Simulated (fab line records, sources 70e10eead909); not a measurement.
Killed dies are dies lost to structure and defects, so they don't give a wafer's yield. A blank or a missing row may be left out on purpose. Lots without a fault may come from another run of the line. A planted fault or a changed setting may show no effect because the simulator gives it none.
fab line records | flow nand_harc
record lots=6 wafers=18 last_day=32
route steps=1302 shown A_M0@1157 A_M1@1169 END@1302
lots that met no fault: from a run of the same line without faults
start_h: hours from the record's first day to the start of the lot's first wafer shown | wait_h: hours since the lot's step before | " the same as in the row above | L1.1+2: a row that stands for several wafers | - no value, or no start given | * or withheld: withheld | < > ~ a bound
route shown NAME@n: a module of which the file shows steps, and the number in the route of the first | usual: mean/standard deviation of fault-free wafers | same: alike in all rows | chamber/n: place in a boat | sites: the reading at each site | _std_site: their standard deviation | _edge_site: outer sites' mean less inner sites' | radius_mm: how far each site lies from the wafer's centre | mask NAME#n: copy n | behind: the tool/chamber that last shaped the wafer | hold: why the lot was held/for how many hours/how that ended | device: the transistor (n, p or np) that didn't switch | end of line: the same wafers' tests at the end of the route | a step without rows: its recipe alone | killed: dies lost to structure and defects at the first sort, not the wafer's yield | map: a wafer's dies, x killed, . not, _ none there
set.NAME: the setting as run; set.NAME@STEP: as run at that earlier step | model.NAME: the simulator's own value behind a step, which no gauge read
lots at some steps of the route; a table a step, a row a wafer
services: from which hour (start_h, from the record's first day; less than 0 if before it) a tool's chamber was out of use, for how many hours, and why
## steps
# step NHARC_A_M0_PRE_CLEAN_29
# recipe time_s=30 temp_c=280 gas=H2/He
# step NHARC_A_M0_PVD_20
# recipe target_thk_a=50 bias_v=168.6 power_w=15000 chamber_pressure_pa=0.12 time_s=8.06 substrate_temp_c=50 material=TaN
# usual throttle_valve_pct=30.0/0.99
# columns lot.wafer tool chamber start_h wait_h throttle_valve_pct
L253.2 pvd_sputter-02 - - - 29.4
L253.3 " - " " 31.4
L253.5 " - " " 31.5
L259.3 pvd_sputter-02 - - - 29.9
L259.5 " - " " 31.3
L259.6 " - " " 31.0
L265.1 pvd_sputter-03 - - - 30.4
L265.4 " - " " 30.8
L265.5 " - " " 30.1
L267.1 pvd_sputter-03 - - - 28.4
L267.2 " - " " 30.1
L267.6 " - " " 30.9
L269.3 pvd_sputter-01 - - - 29.7
L269.2 " - " " 28.8
L269.6 " - " " 29.5
L270.4 pvd_sputter-03 - - - 31.3
L270.2 " - " " 31.4
L270.3 " - " " 30.3
# step NHARC_A_M0_PVD_21
# recipe target_thk_a=300 chamber_pressure_pa=5 power_w=5000 substrate_temp_c=30 time_s=20.49 material=Cu
# usual throttle_valve_pct=29.9/0.98
# columns lot.wafer tool chamber start_h wait_h throttle_valve_pct
L253.2 pvd_sputter-02 - - - 29.8
L253.3 " - " " 31.1
L253.5 " - " " 30.0
L259.3 pvd_sputter-02 - - - 29.4
L259.6 " - " " 29.4
L259.5 " - " " 31.1
L265.1 pvd_sputter-03 - - - 29.8
L265.4 " - " " 28.5
L265.5 " - " " 30.2
L267.2 pvd_sputter-03 - - - 28.2
L267.1 " - " " 30.4
L267.6 " - " " 30.9
L269.2 pvd_sputter-01 - - - 28.6
L269.3 " - " " 29.0
L269.6 " - " " 28.7
L270.4 pvd_sputter-03 - - - 28.2
L270.2 " - " " 31.3
L270.3 " - " " 31.0
# step NHARC_A_M0_ECD_22
# recipe target_thk_a=4000 bath_temp_c=25 material=Cu
# step NHARC_A_M0_ANNEAL_30
# recipe temp_c=225 time_s=90
# usual wafer_temp_C_max=226.2/0.31
# columns lot.wafer tool chamber start_h wait_h wafer_temp_C_max
L253.2 rtp_anneal-02 0 561.77 0.3 226.4
L253.3 " 0 " " 226.8
L253.5 " 0 " " 226.2
L259.3 rtp_anneal-01 0 598.90 - 225.6
L259.5 " 0 " " 225.6
L259.6 " 0 " " 225.9
L265.1 rtp_anneal-01 0 651.93 - 225.6
L265.4 " 0 " " 226.0
L265.5 " 0 " " 225.9
L267.1 rtp_anneal-01 0 672.70 0.3 226.0
L267.2 " 0 " " 225.7
L267.6 " 0 " " 226.1
L269.2 rtp_anneal-02 0 704.89 0.4 226.8
L269.3 " 0 " " 226.2
L269.6 " 0 " " 226.2
L270.2 rtp_anneal-02 0 724.56 0.3 226.0
L270.3 " 0 " " 226.2
L270.4 " 0 " " 226.0
# step NHARC_A_M0_CMP_23
# recipe t_overpolish_s=20 target_thk_nm=113.75
# step NHARC_A_M0_THK_MEAS_24
# recipe thk_meas_gauge=xrf
# usual thk_nm=113.8/1.5
# columns lot.wafer tool chamber start_h wait_h thk_nm
L253.2 film_metro-02 - 562.38 - 117.2
L253.3 " - " " 114.0
L253.5 " - " " 111.6
L259.3 film_metro-01 - 599.45 - 113.1
L259.5 " - " " 116.6
L259.6 " - " " 113.3
L265.1 film_metro-01 - 652.59 - 115.0
L265.4 " - " " 112.3
L265.5 " - " " 111.9
L267.1 film_metro-02 - 673.37 - 113.0
L267.2 " - " " 112.7
L267.6 " - " " 115.5
L269.2 film_metro-02 - 705.51 - 114.2
L269.3 " - " " 116.3
L269.6 " - " " 113.7
L270.2 film_metro-02 - 725.17 - 111.6
L270.3 " - " " 113.9
L270.4 " - " " 111.8
# step NHARC_A_M0_SRD_25
# step NHARC_A_M0_INSPECT_27
# usual raw_defect_count=576/150
# columns lot.wafer tool chamber start_h wait_h raw_defect_count
L253.2 defect_inspect-01 - 562.55 0.0 745
L253.3 " - " " 737
L253.5 " - " " 529
L259.3 defect_inspect-01 - 599.60 0.0 506
L259.5 " - " " 610
L259.6 " - " " 525
L265.1 defect_inspect-01 - 652.75 0.0 524
L265.4 " - " " 546
L265.5 " - " " 762
L267.1 defect_inspect-01 - 673.52 0.0 489
L267.2 " - " " 573
L267.6 " - " " 426
L269.2 defect_inspect-01 - 705.66 0.0 704
L269.3 " - " " 506
L269.6 " - " " 939
L270.2 defect_inspect-02 - 725.32 0.0 540
L270.3 " - " " 682
L270.4 " - " " 631
# step NHARC_A_M0_PRE_CLEAN_31
# recipe time_s=12 temp_c=370 rf_power_w=300 gas=NH3
# usual heater_power_w=663/87
# columns lot.wafer tool chamber start_h wait_h heater_power_w
L253.2 pecvd-02 0 562.62 0.1 562
L253.3 " 2 " " 785
L253.5 " 0 " " 570
L259.3 pecvd-03 0 599.68 0.1 584
L259.6 " 2 " " 587
L259.5 " 0 " " 580
L265.1 pecvd-01 1 652.85 0.1 550
L265.5 " 0 " " 578
L265.4 " 1 " " 545
L267.2 pecvd-02 0 673.59 0.1 635
L267.1 " 2 " " 679
L267.6 " 2 " " 691
L269.3 pecvd-01 2 705.75 0.1 605
L269.2 " 0 " " 572
L269.6 " 0 " " 566
L270.3 pecvd-01 0 725.40 0.1 624
L270.2 " 1 " " 611
L270.4 " 0 " " 600
# step NHARC_A_M0_DEP_32
# recipe target_thk_a=300 temp_c=370 target_thk_nm=30 pressure_torr=3 flow_sccm=200 rf_w=450 material=SiCN
# usual chamber_pressure_Torr=3.000/0.0073 heater_power_outer_w=337/63 heater_power_w=605/87
# columns lot.wafer tool chamber start_h wait_h chamber_pressure_Torr heater_power_outer_w heater_power_w
L253.2 pecvd-02 0 562.70 0.1 2.996 300 571
L253.3 " 2 " " 3.007 390 763
L253.5 " 0 " " 2.999 310 574
L259.3 pecvd-03 0 599.79 0.1 3.006 329 586
L259.6 " 2 " " 2.994 346 557
L259.5 " 0 " " 3.009 319 574
L265.1 pecvd-01 1 652.98 0.1 3.013 335 541
L265.5 " 0 " " 2.980 223 444
L265.4 " 1 " " 3.003 333 552
L267.2 pecvd-02 0 673.67 0.1 2.997 238 485
L267.1 " 2 " " 2.996 374 712
L267.6 " 2 " " 2.986 362 706
L269.3 pecvd-01 2 705.85 0.1 2.998 315 591
L269.2 " 0 " " 2.989 295 542
L269.6 " 0 " " 2.986 289 541
L270.3 pecvd-01 0 725.51 0.1 3.013 259 493
L270.2 " 1 " " 3.009 363 615
L270.4 " 0 " " 3.000 258 491
# step NHARC_A_M1_DEP_00
# recipe target_thk_a=1825 target_thk_nm=182.5 temp_c=withheld pressure_torr=5 flow_sccm=200 rf_w=600 material=SiOC
# usual chamber_pressure_Torr=4.999/0.011 rf_fwd_power_W=598.7/2
# columns lot.wafer tool chamber start_h wait_h chamber_pressure_Torr rf_fwd_power_W
L253.3 pecvd-03 1 563.16 - 5.005 599.9
L253.2 " 2 " " 4.986 598.0
L253.5 " 0 " " 5.006 599.4
L259.3 pecvd-01 1 600.84 - 5.025 600.5
L259.6 " 2 " " 5.001 595.7
L259.5 " 1 " " 4.973 598.4
L265.1 pecvd-03 0 653.40 - 4.993 600.9
L265.4 " 2 " " 4.994 596.2
L265.5 " 0 " " 5.003 600.8
L267.1 pecvd-03 2 674.13 - 5.008 598.0
L267.2 " 0 " " 4.999 599.7
L267.6 " 2 " " 5.005 600.8
L269.2 pecvd-02 1 706.22 - - -
L269.3 " 2 " " - -
L269.6 " 0 " " - -
L270.3 pecvd-01 0 725.91 - - -
L270.2 " 1 " " - -
L270.4 " 2 " " - -
# step NHARC_A_M1_DEHYDRATE_01
# recipe temp_c=150 time_s=120
# step NHARC_END_SORT_01
# recipe temp_c=25
# usual killed_at_array=59/20 killed_at_other=0.8/1 killed_at_periphery=3.2/2.1 killed_dies=63/21 killed_open=3.0/1.9 killed_short=2.3/1.5
# same gross_dies=677
# columns lot.wafer tool chamber start_h wait_h killed_at_array killed_at_other killed_at_periphery killed_dies killed_open killed_short
L259.5 prober-02 0 640.68 3.7 62 0 2 64 2 0
L259.6 prober-02 0 641.47 3.9 77 0 3 80 4 0
L269.2 prober-01 0 744.98 2.8 671 3 3 677 5 5
L269.3 prober-01 0 745.78 3.1 674 2 1 677 6 1
L269.6 prober-01 0 748.20 4.0 672 0 5 677 5 2
L270.2 prober-01 0 762.68 2.8 672 2 3 677 4 5
L270.3 prober-01 0 763.48 3.1 672 0 5 677 1 5
L270.4 prober-01 0 764.27 3.4 675 0 2 677 3 6
# killed by level:class
L259.5 A_SLIT:chamber_film_flake=33 A_CHANNEL_HOLE_D2:chamber_film_flake=17 A_CHANNEL_HOLE_D1:chamber_film_flake=7 A_CONTACT:chamber_film_flake=2 P_GATE:geometric_particle:open=1 A_CONTACT:geometric_particle:open=1 P_ZERO_WELL:chamber_film_flake=1 A_CHANNEL_FILL_D2:chamber_film_flake=1
L259.6 A_SLIT:chamber_film_flake=35 A_CHANNEL_HOLE_D2:chamber_film_flake=27 A_ZERO_WELL:chamber_film_flake=4 A_CONTACT:chamber_film_flake=4 A_STAIRCASE:chamber_film_flake=3 P_CONTACT:geometric_particle:open=2 P_M0:geometric_particle:open=1 A_CHANNEL_HOLE_D2:geometric_particle:open=1
L269.2 A_M1:area_dep=596 A_SLIT:chamber_film_flake=31 A_CHANNEL_HOLE_D2:chamber_film_flake=15 A_CHANNEL_HOLE_D1:chamber_film_flake=14 A_STAIRCASE:chamber_film_flake=3 A_CONTACT:chamber_film_flake=3 A_ONON_D2:geometric_particle:open=2 THIN_TSV:chamber_film_flake=2
L269.3 A_M1:area_dep=592 A_SLIT:chamber_film_flake=29 A_CHANNEL_HOLE_D1:chamber_film_flake=21 A_CHANNEL_HOLE_D2:chamber_film_flake=17 A_CONTACT:chamber_film_flake=3 A_ZERO_WELL:chamber_film_flake=2 A_STAIRCASE:chamber_film_flake=2 THIN_TSV:chamber_film_flake=2
L269.6 A_M1:area_dep=582 A_SLIT:chamber_film_flake=33 A_CHANNEL_HOLE_D1:chamber_film_flake=24 A_CHANNEL_HOLE_D2:chamber_film_flake=19 A_CONTACT:chamber_film_flake=4 A_STAIRCASE:chamber_film_flake=3 P_CONTACT:geometric_particle:short=1 P_M0:geometric_particle:open=1
L270.2 A_M1:area_dep=603 A_CHANNEL_HOLE_D2:chamber_film_flake=27 A_CHANNEL_HOLE_D1:chamber_film_flake=21 A_CONTACT:chamber_film_flake=6 A_SLIT:chamber_film_flake=4 A_CHANNEL_FILL_D1:geometric_particle:short=2 A_STAIRCASE:chamber_film_flake=2 THIN_TSV:chamber_film_flake=2
L270.3 A_M1:area_dep=611 A_CHANNEL_HOLE_D2:chamber_film_flake=27 A_CHANNEL_HOLE_D1:chamber_film_flake=10 A_SLIT:chamber_film_flake=8 P_ZERO_WELL:chamber_film_flake=4 A_CONTACT:chamber_film_flake=4 A_STAIRCASE:chamber_film_flake=2 A_BLC:chamber_film_flake=2
L270.4 A_M1:area_dep=607 A_CHANNEL_HOLE_D2:chamber_film_flake=29 A_CHANNEL_HOLE_D1:chamber_film_flake=12 A_SLIT:chamber_film_flake=5 A_CHANNEL_FILL_D1:geometric_particle:short=2 A_CHANNEL_FILL_D1:chamber_film_flake=2 A_DECK1_JOINT:chamber_film_flake=2 A_CHANNEL_FILL_D2:chamber_film_flake=2
# map L269.2 (x killed, . not)
____________x____________
_________xxxxxxx_________
_______xxxxxxxxxxx_______
______xxxxxxxxxxxxx______
_____xxxxxxxxxxxxxxx_____
____xxxxxxxxxxxxxxxxx____
____xxxxxxxxxxxxxxxxx____
___xxxxxxxxxxxxxxxxxxx___
___xxxxxxxxxxxxxxxxxxx___
__xxxxxxxxxxxxxxxxxxxxx__
__xxxxxxxxxxxxxxxxxxxxx__
_xxxxxxxxxxxxxxxxxxxxxxx_
_xxxxxxxxxxxxxxxxxxxxxxx_
_xxxxxxxxxxxxxxxxxxxxxxx_
_xxxxxxxxxxxxxxxxxxxxxxx_
_xxxxxxxxxxxxxxxxxxxxxxx_
xxxxxxxxxxxxxxxxxxxxxxxxx
xxxxxxxxxxxxxxxxxxxxxxxxx
xxxxxxxxxxxxxxxxxxxxxxxxx
xxxxxxxxxxxxxxxxxxxxxxxxx
xxxxxxxxxxxxxxxxxxxxxxxxx
_xxxxxxxxxxxxxxxxxxxxxxx_
_xxxxxxxxxxxxxxxxxxxxxxx_
_xxxxxxxxxxxxxxxxxxxxxxx_
_xxxxxxxxxxxxxxxxxxxxxxx_
_xxxxxxxxxxxxxxxxxxxxxxx_
__xxxxxxxxxxxxxxxxxxxxx__
__xxxxxxxxxxxxxxxxxxxxx__
___xxxxxxxxxxxxxxxxxxx___
___xxxxxxxxxxxxxxxxxxx___
____xxxxxxxxxxxxxxxxx____
____xxxxxxxxxxxxxxxxx____
_____xxxxxxxxxxxxxxx_____
______xxxxxxxxxxxxx______
_______xxxxxxxxxxx_______
_________xxxxxxx_________
____________x____________
# map L270.2 (x killed, . not)
____________x____________
_________xxxxxxx_________
_______xxxxxxxxxxx_______
______xxxxxxxxxxxxx______
_____xxxxxxxxxxxxxxx_____
____xxxxxxxxxxxxxxxxx____
____xxxxxxxxxxxxxxxxx____
___xxxxxxxxxxxxxxxxxxx___
___xxxxxxxxxxxxxxxxxxx___
__xxxxxxxxxxxxxxxxxxxxx__
__xxxxxxxxxxxxxxxxxxxxx__
_xxxxxxxxxxxxxxxxxxxxxxx_
_xxxxxxxxxxxxxxxxxxxxxxx_
_xxxxxxxxxxxxxxxxxxxxxxx_
_xxxxxxxxxxxxxxxxxxxxxxx_
_xxxxxxxxxxxxxxxxxxxxxxx_
xxxxxxxxxxxxxxxxxxxxxxxxx
xxxxxxxxxxxxxxxxxxxxxxxxx
xxxxxxxxxxxxxxxxxxxxxxxxx
xxxxxxxxxxxxxxxxxxxxxxxxx
xxxxxxxxxxxxxxxxxxxxxxxxx
_xxxxxxxxxxxxxxxxxxxxxxx_
_xxxxxxxxxxxxxxxxxxxxxxx_
_xxxxxxxxxxxxxxxxxxxxxxx_
_xxxxxxxxxxxxxxxxxxxxxxx_
_xxxxxxxxxxxxxxxxxxxxxxx_
__xxxxxxxxxxxxxxxxxxxxx__
__xxxxxxxxxxxxxxxxxxxxx__
___xxxxxxxxxxxxxxxxxxx___
___xxxxxxxxxxxxxxxxxxx___
____xxxxxxxxxxxxxxxxx____
____xxxxxxxxxxxxxxxxx____
_____xxxxxxxxxxxxxxx_____
______xxxxxxxxxxxxx______
_______xxxxxxxxxxx_______
_________xxxxxxx_________
____________x____________
## services
# columns tool chamber start_h hours kind
pvd_sputter-01 - 544.95 6.3 repair
pecvd-03 - 547.39 13.0 pm
pecvd-03 0 547.39 13.0 vent_cycle
pecvd-03 1 547.39 13.0 vent_cycle
pecvd-03 2 547.39 13.0 vent_cycle
pecvd-03 0 560.39 - clean
pecvd-03 1 560.39 - clean
pvd_sputter-03 - 563.29 2.8 repair
pvd_sputter-01 - 595.15 10.0 pm
pecvd-02 - 598.28 13.0 pm
pvd_sputter-01 - 611.79 6.4 repair
pecvd-03 2 617.43 4.6 repair
pvd_sputter-02 - 641.98 10.0 pm
pecvd-02 - 654.18 1.4 repair
pecvd-01 1 672.54 2.1 repair
pecvd-01 - 673.00 13.0 pm
pecvd-01 0 673.00 13.0 vent_cycle
pecvd-01 2 673.00 13.0 vent_cycle
pecvd-01 0 686.00 - clean
pecvd-01 1 686.00 - clean
pecvd-01 2 686.00 - clean
pecvd-03 - 688.90 1.5 repair
pvd_sputter-03 - 704.00 10.0 pm
pvd_sputter-02 - 714.70 1.2 repair
## key
first_sign step=NHARC_A_M1_DEP_00 reading=tool_record direction=missing
effect step=NHARC_END_SORT_01 reading=killed_at_array direction=up sigmas=30 usual=59 struck=673
more_kills_born_at NHARC_A_M1_DEP_00@pecvd-01=1821 NHARC_A_M1_DEP_00@pecvd-02=1770
met_at NHARC_A_M1_DEP_00
struck_wafers L269.2,L269.3,L269.6,L270.2,L270.3,L270.4
later_rows_left_out L269.2,L269.3,L269.6,L270.2,L270.3,L270.4
tester_left_out L270
onset_between 600.84 706.22
earlier_fault kind=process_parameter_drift tool=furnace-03 chamber=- onset_h=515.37 steps=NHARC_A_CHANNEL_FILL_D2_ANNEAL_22 channel=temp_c offset=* shape=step acts_in=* stated=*
fault kind=skipped_step_whole tool=pecvd-01,pecvd-02 chamber=- onset_h=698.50 steps=NHARC_A_M1_DEP_00 scope=struck_lots_only
# tester_left_out: of these lots the tester's yield and bins aren't shown, on N5 and GAA mostly nor the transistor test; their killed dies are dies lost to structure and defects alone, not to doping, threshold or leakage, so they don't give the yield
# later_rows_left_out: the simulator's readings of these wafers behind a module that went badly wrong aren't trusted and aren't shown, but for the sort
